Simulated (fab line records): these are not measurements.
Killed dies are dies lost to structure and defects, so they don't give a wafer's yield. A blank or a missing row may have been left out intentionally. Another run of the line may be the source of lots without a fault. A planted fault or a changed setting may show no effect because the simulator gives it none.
The tool behind it: which one? | flow n5Finfet | Sampling: 13 lots, 37 wafers, 4 of 1938 route steps

## WHAT THE GAUGES SHOWED, per wafer
N5_BEOL_M10_CD_MEAS_11 targets a cd of 64.1 nm. Usual: 64.1 nm for cdNm, sd 0.59.
lot  | measured     | on       | cdNm (nm)      | flag
L682 | day 11 10:39 | cdSem-03 | 62.8 63.9 63.8 | 
L686 | day 12 09:02 | cdSem-02 | 63.3 63.5 63.5 | 
L684 | day 12 11:56 | cdSem-02 | 64.6 64.1      | 
L687 | day 13 00:03 | cdSem-03 | 64.7 63.1 64.2 | 
L690 | day 13 12:05 | cdSem-03 | 64.4 64.4 63.9 | 
L689 | day 14 06:06 | cdSem-02 | 63.1 64.6 64.2 | 
L692 | day 14 10:05 | cdSem-03 | 65.6 64.4 63.7 | 
L693 | day 14 13:56 | cdSem-03 | 64.1 64.6 63.2 | 
L695 | day 15 06:11 | cdSem-02 | 64.3 64.3 64.0 | 
L697 | day 15 12:48 | cdSem-03 | 64.2 64.4      | 
L699 | day 15 16:11 | cdSem-03 | 63.2 64.9 63.8 | 
L698 | day 16 17:41 | cdSem-01 | 64.1 63.9 63.9 | 
L705 | day 17 21:18 | cdSem-01 | 65.0 64.8 65.1 | 

N5_BEOL_M10_OVL_MEAS_12. Usual: for M10_OVL the level is -0.5 nm and the standard deviation is 0.77.
lot  | measured     | on         | M10_OVL (nm)   | flag
L682 | day 11 10:41 | overlay-02 | -0.6 0.0 -1.1  | 
L686 | day 12 09:04 | overlay-01 | -1.1 -0.6 -0.8 | 
L684 | day 12 11:58 | overlay-01 | -0.1 -1.1      | 
L687 | day 13 00:05 | overlay-02 | 0.1 0.6 -0.1   | 
L690 | day 13 12:07 | overlay-01 | -0.8 0.3 0.9   | 
L689 | day 14 06:08 | overlay-02 | -0.6 -0.3 0.1  | 
L692 | day 14 10:07 | overlay-02 | -0.4 1.2 0.5   | 
L693 | day 14 13:58 | overlay-01 | -3.0 -0.4 -0.2 | 
L695 | day 15 06:13 | overlay-02 | -0.8 -0.7 -0.8 | 
L697 | day 15 12:50 | overlay-02 | 0.0 -0.2       | 
L699 | day 15 16:13 | overlay-01 | 1.2 0.0 -0.5   | 
L698 | day 16 17:43 | overlay-02 | -1.4 -0.7 -0.3 | 
L705 | day 17 21:20 | overlay-01 | 0.3 -0.1 -0.8  | 

## EACH LOT AND THE TOOL THAT RAN IT (in order: tool; ch and the chambers of the sampled wafers; start)
lot  | N5_BEOL_M9_SURFACE_TREAT_79 | N5_BEOL_M10_COAT_59
L682 | pvdSputter-01, day 11 06:33 | lithoTrack-03 ch 0, day 11 10:17
L686 | pvdSputter-01, day 12 05:17 | lithoTrack-01 ch 0, day 12 08:47
L684 | pvdSputter-02, day 12 08:35 | lithoTrack-03 ch 0, day 12 11:41
L687 | pvdSputter-03, day 12 19:40 | lithoTrack-01 ch 0, day 12 23:48
L690 | pvdSputter-03, day 13 08:28 | lithoTrack-03 ch 0, day 13 11:41
L689 | pvdSputter-01, day 14 01:52 | lithoTrack-05 ch 0, day 14 05:44
L692 | pvdSputter-01, day 14 06:18 | lithoTrack-05 ch 0, day 14 09:43
L693 | pvdSputter-02, day 14 10:12 | lithoTrack-05 ch 0, day 14 13:34
L695 | pvdSputter-01, day 15 02:40 | lithoTrack-01 ch 0, day 15 05:49
L697 | pvdSputter-01, day 15 07:08 | lithoTrack-05 ch 0, day 15 12:26
L699 | pvdSputter-01, day 15 12:55 | lithoTrack-05 ch 0, day 15 15:49
L698 | pvdSputter-03, day 16 11:58 | lithoTrack-05 ch 0, day 16 17:19
L705 | pvdSputter-03, day 17 17:21 | lithoTrack-01 ch 0, day 17 21:04
- N5_BEOL_M9_SURFACE_TREAT_79
- N5_BEOL_M10_COAT_59: time 60 s, resist thk 100 nm.

## AS READ BY THE TOOLS THEMSELVES (means over the sampled wafers that have a number; for cases with no such wafer, the mark the record gives instead)
N5_BEOL_M10_COAT_59. Usual: heaterPowerTotalW 500.4 W, standard deviation 1.9; plateTempC 250.01 C, standard deviation 0.18; spinSpeedRpm 1500.1 rpm, standard deviation 0.98.
lot  | tool          | heaterPowerTotalW (W) | plateTempC (C) | spinSpeedRpm (rpm) | flag
L682 | lithoTrack-03 | 500.3                 | 249.82         | 1499.9             | 
L686 | lithoTrack-01 | 499.8                 | 249.84         | 1500.1             | 
L684 | lithoTrack-03 | 501.2                 | 249.98         | 1499.4             | 
L687 | lithoTrack-01 | 501.5                 | 250.15         | 1500.0             | 
L690 | lithoTrack-03 | 498.9                 | 249.95         | 1499.9             | 
L689 | lithoTrack-05 | 500.0                 | 249.94         | 1498.4             | 
L692 | lithoTrack-05 | 502.6                 | 250.02         | 1499.7             | 
L693 | lithoTrack-05 | 500.9                 | 250.08         | 1499.3             | 
L695 | lithoTrack-01 | 500.8                 | 249.89         | 1501.7             | 
L697 | lithoTrack-05 | 499.0                 | 249.94         | 1499.0             | 
L699 | lithoTrack-05 | 507.1                 | 252.34         | 1500.0             | OFF
L698 | lithoTrack-05 | 506.9                 | 252.15         | 1501.0             | OFF
L705 | lithoTrack-01 | 500.2                 | 249.98         | 1499.9             | 

## THE ANSWER, worked out from the rows above alone
Rule: a lot is off if the mean of its wafers that have a number lies more than 3 standard deviations from the usual mean. Also off: a lot with no number at a reading for which 4 or more lots have one. All remaining lots with rows at the step are treated as sound. Order of review: gauges by route order, followed by the tools' own readings, for which a lot's mean as printed above is used. The first step at which some lot is off is used, and at that step the reading that is off furthest; a lot without a number counts as furthest.
Off: L699, L698 (N5_BEOL_M10_COAT_59, plateTempC).
A tool fits if, at that step or a process step before it, it ran every lot that is off, and no sound lot after the first of them. One fits: lithoTrack-05 at N5_BEOL_M10_COAT_59. A fault onset in the window from L697 (day 15 12:26, its last sound lot) to L699 (day 15 15:49, its first lot off) fits.
The tool's own readings at N5_BEOL_M10_COAT_59 bear it out: on the lots that are off they differ by more than 5 times the standard deviation of the sound lots' means. heaterPowerTotalW reads 507.0 W there against 500.5 W on the sound lots; plateTempC reads 252.25 C there against 249.96 C on the sound lots.

## WHAT THE SIMULATOR HAD PUT IN
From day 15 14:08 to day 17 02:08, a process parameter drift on lithoTrack-05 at N5_BEOL_M10_COAT_59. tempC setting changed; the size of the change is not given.
Shown lots that were struck: L699, L698. This agrees with what the rule above found.
